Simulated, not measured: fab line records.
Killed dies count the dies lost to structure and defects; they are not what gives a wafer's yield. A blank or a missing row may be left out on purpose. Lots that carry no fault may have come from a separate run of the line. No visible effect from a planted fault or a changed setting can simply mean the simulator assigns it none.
Matching of chambers + flow n5-finfet + N5_BEOL_M5_PECVD_70 on pecvd-04: 3 sister chambers
The step deposits SiO2 from TEOS/O2, target thk 16 nm, time 18 s. 16 wafers are shown with their chamber, then 8 later ones without.

== WAFERS PAIRED WITH THEIR CHAMBERS ==
| wafer  | chamber | showerhead-plenum-p-Torr (Torr) | heater-power-w (W) | throttle-valve-pct (%) |
|--------|---------|---------------------------------|--------------------|------------------------|
| L074.1 | 0       | 8.85                            | 507                | 21.4                   |
| L074.2 | 2       | 8.58                            | 491                | 21.8                   |
| L074.5 | 1       | 8.82                            | 733                | 22.2                   |
| L075.1 | 1       | 8.81                            | 855                | 22.1                   |
| L075.2 | 2       | 8.59                            | 619                | 21.6                   |
| L075.3 | 0       | 8.84                            | 488                | 21.0                   |
| L077.2 | 1       | 8.79                            | 859                | 21.9                   |
| L077.3 | 2       | 8.59                            | 534                | 21.4                   |
| L077.5 | 0       | 8.83                            | 426                | 21.0                   |
| L084.1 | 1       | 8.80                            | 873                | 21.9                   |
| L084.2 | 2       | 8.60                            | 567                | 21.5                   |
| L084.6 | 1       | 8.79                            | 872                | 21.9                   |
| L087.1 | 1       | 8.79                            | 806                | 21.9                   |
| L087.5 | 1       | 8.79                            | 819                | 21.9                   |
| L087.6 | 2       | 8.57                            | 557                | 21.5                   |
| L088.1 | 0       | 8.84                            | 517                | 21.6                   |

SIGNATURES (means of the wafers above)
| reading                  | chamber 0 | chamber 1 | chamber 2 | scatter within a chamber |
|--------------------------|-----------|-----------|-----------|--------------------------|
| showerhead-plenum-p-Torr | 8.8400    | 8.7986    | 8.5860    | 0.0111                   |
| heater-power-w           | 484.50    | 831.00    | 553.60    | 47.2                     |
| throttle-valve-pct       | 21.250    | 21.971    | 21.560    | 0.187                    |
Rule: distance of a wafer from a chamber = root of the sum over the readings of ((wafer's reading minus chamber's mean) / reading's scatter) squared. The wafer belongs to the nearest chamber; if the next one is less than 2 further off, it can't be placed. The scatter: take each reading less its chamber's mean, square it, sum over the shown wafers, divide by the number of wafers less the number of chambers, and take the root.

== WAFERS WITH NO CHAMBER GIVEN ==
| wafer  | showerhead-plenum-p-Torr (Torr) | heater-power-w (W) | throttle-valve-pct (%) |
|--------|---------------------------------|--------------------|------------------------|
| L088.4 | 8.82                            | 423                | 21.2                   |
| L088.5 | 8.78                            | 801                | 22.0                   |
| L094.1 | 8.83                            | 458                | 21.7                   |
| L094.2 | 8.79                            | 833                | 21.7                   |
| L094.6 | 8.83                            | 455                | 21.4                   |
| L096.1 | 8.80                            | 777                | 21.7                   |
| L096.4 | 8.58                            | 532                | 21.8                   |
| L096.6 | 8.79                            | 775                | 22.0                   |

== THE CHAMBER EACH PASSED THROUGH ==
| wafer  | from the rows above | in truth |
|--------|---------------------|----------|
| L088.4 | 0                   | 0        |
| L088.5 | 1                   | 1        |
| L094.1 | 0                   | 0        |
| L094.2 | 1                   | 1        |
| L094.6 | 0                   | 0        |
| L096.1 | 1                   | 1        |
| L096.4 | 2                   | 2        |
| L096.6 | 1                   | 1        |
Correctly placed: 8 of 8. Number that these rows cannot place: 0. Number placed wrongly: 0.
